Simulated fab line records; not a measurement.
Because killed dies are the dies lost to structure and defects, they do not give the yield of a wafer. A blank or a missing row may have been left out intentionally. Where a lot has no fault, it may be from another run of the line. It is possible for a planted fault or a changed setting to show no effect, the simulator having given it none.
Comparing a struck lot with a sound one || flow n5-finfet || 37 out of 1938 route steps
Sound: wafers L626.1, L626.2, L626.4. Wafers struck: L617.1, L617.4, L617.6. Last of all comes the cause.
At each step with rows: each side's tool, then ch and its chambers, then its first start. Under that, the readings that differ: sound wafers || struck wafers || difference of the means || sigmas: that difference in standard deviations of wafers without a fault.
alike: readings whose means differ by less than 2 such deviations, and words and numbers that are the same on both sides. not compared: withheld readings, readings that some wafer has no value for, bounds like >300 that may hide the same value, and numbers for which the record gives no deviation and whose values overlap.
Wherever a step has rows on one side only, a row that says differs or no value, or a row with sigmas, the two part there. Numbers that don't overlap but have no deviation are shown without sigmas and don't part them. A reading that every wafer of one side lacks parts them only if that side has two wafers or more.

first, 9 steps without rows for these wafers: N5_BEOL_M4_ANNEAL_95 (time 240 s); N5_BEOL_M4_SPUTTER_96 (material Cu, target thk 4.5 nm, time 8.29 s); N5_BEOL_M4_ECD_50 (material Cu, target thk 300 nm); N5_BEOL_M4_ANNEAL_51 (time 90 s); N5_BEOL_M4_CMP_52 (polishes, stops on SiOC, t overpolish 6.8 s, target thk 40 nm); N5_BEOL_M4_PRE_CLEAN_60 (time 15 s); N5_BEOL_M4_CO_CAP_55 (material Co, precursor CCTBA/H2, target thk 2 nm, time 102.1 s); N5_BEOL_M4_PRE_CLEAN_56 (time 15 s); N5_BEOL_M4_DEP_57 (deposits SiCN from 3MS/NH3, target thk 8 nm, time 14 s).
N5_BEOL_M4_RC_MEAS_101:
  sound on prober-01 ch 0, day 13 17:08; struck on prober-02 ch 0, day 10 21:06
  alike: DIBL_N, DIBL_P, IOFF_N, IOFF_P, ION_N, ION_P, SS_N, SS_P, VT_N, VT_P
then, 24 steps without rows for these wafers: N5_BEOL_M5_ILD_DEP_00 (deposits SiCOH lowk from DEMS/porogen, target thk 140.64 nm, time 25.9 s); N5_BEOL_M5_CURE_79 (cures SiCOH lowk, time 240 s); N5_BEOL_M5_PECVD_70 (deposits SiO2 from TEOS/O2, target thk 16 nm, time 18 s); N5_BEOL_M5_HM_DEP_02 (deposits TiN, target thk 20 nm); N5_BEOL_M5_COAT_59 (time 60 s, resist thk 60 nm); N5_BEOL_M5_COAT_60 (time 60 s, resist thk 12 nm); N5_BEOL_M5_COAT_71 (time 60 s, resist thk 5 nm); N5_BEOL_M5_COAT_05 (resist thk 30 nm); N5_BEOL_M5_EBR_07; N5_BEOL_M5_SOFTBAKE_06 (time 60 s); N5_BEOL_M5_EXPOSE_08 (exposes mask M5, target cd 28 nm); N5_BEOL_M5_PEB_09 (peb time 60 s); N5_BEOL_M5_DEVELOP_10 (develop time 30 s); N5_BEOL_M5_DESCUM_16 (chemistry O2, time 7 s); N5_BEOL_M5_ETCH_72 (etches underlayer in N2/H2, target depth 6.5 nm, time 5.2 s); N5_BEOL_M5_ETCH_61 (etches SiARC in CF4, target depth 15.6 nm, time 26 s); N5_BEOL_M5_ETCH_62 (etches SOC in N2/H2, target depth 75 nm, overetch 15 nm, time 112.5 s); N5_BEOL_M5_STRIP_63 (strips in N2/H2); N5_BEOL_M5_STRIP_73 (strips in N2/H2); N5_BEOL_M5_STRIP_64 (strips in CF4); N5_BEOL_M5_HM_OPEN_17 (chemistry Cl2/BCl3, target TiN, target depth 20 nm, overetch 6 nm); N5_BEOL_M5_STRIP_19 (strips in O2); N5_BEOL_M5_COAT_65 (time 60 s, resist thk 60 nm); N5_BEOL_M5_COAT_66 (time 60 s, resist thk 12 nm).
-- the record jumps here: 3 days lie between the struck wafers' starts before and after (it left off in module BEOL_M5 and takes up again in module BEOL_M14, whose first step shown is number 1764 of the route) --
N5_BEOL_M14_SPUTTER_45: material Cu, target thk 100 nm, time 16.67 s.
  sound on pvd-sputter-02 at day 17 05:44; struck on pvd-sputter-03 at day 14 07:01
  no value came back on the struck wafers for bias-v (V), cathode-dc-power-W (W), throttle-valve-pct (%); on the sound wafers bias-v (V) reads 60.4 59.4 59.6
N5_BEOL_M14_CMP_49: polishes, stops on SiO2, t overpolish 5.2 s, target thk 560 nm.
  sound on cmp-03 ch 0,1,2, day 17 06:22; struck on cmp-01 ch 0,1,2, day 14 07:57
{"reading": "time-to-endpoint-s (s)", "sound": "131 114 120", "struck": "1 4 4", "difference": -119, "sigmas": -20}
  alike: clearing-platen-down-force-psi, motor-current-A
N5_PASSIVATION_PROBE_49:
  the record has rows for the struck wafers here (prober-01, day 15 08:11) and none for the sound ones

WHERE THEY PART
First at N5_BEOL_M14_SPUTTER_45; last, within this record, at N5_PASSIVATION_PROBE_49.

WHY: what had been put in by the simulator
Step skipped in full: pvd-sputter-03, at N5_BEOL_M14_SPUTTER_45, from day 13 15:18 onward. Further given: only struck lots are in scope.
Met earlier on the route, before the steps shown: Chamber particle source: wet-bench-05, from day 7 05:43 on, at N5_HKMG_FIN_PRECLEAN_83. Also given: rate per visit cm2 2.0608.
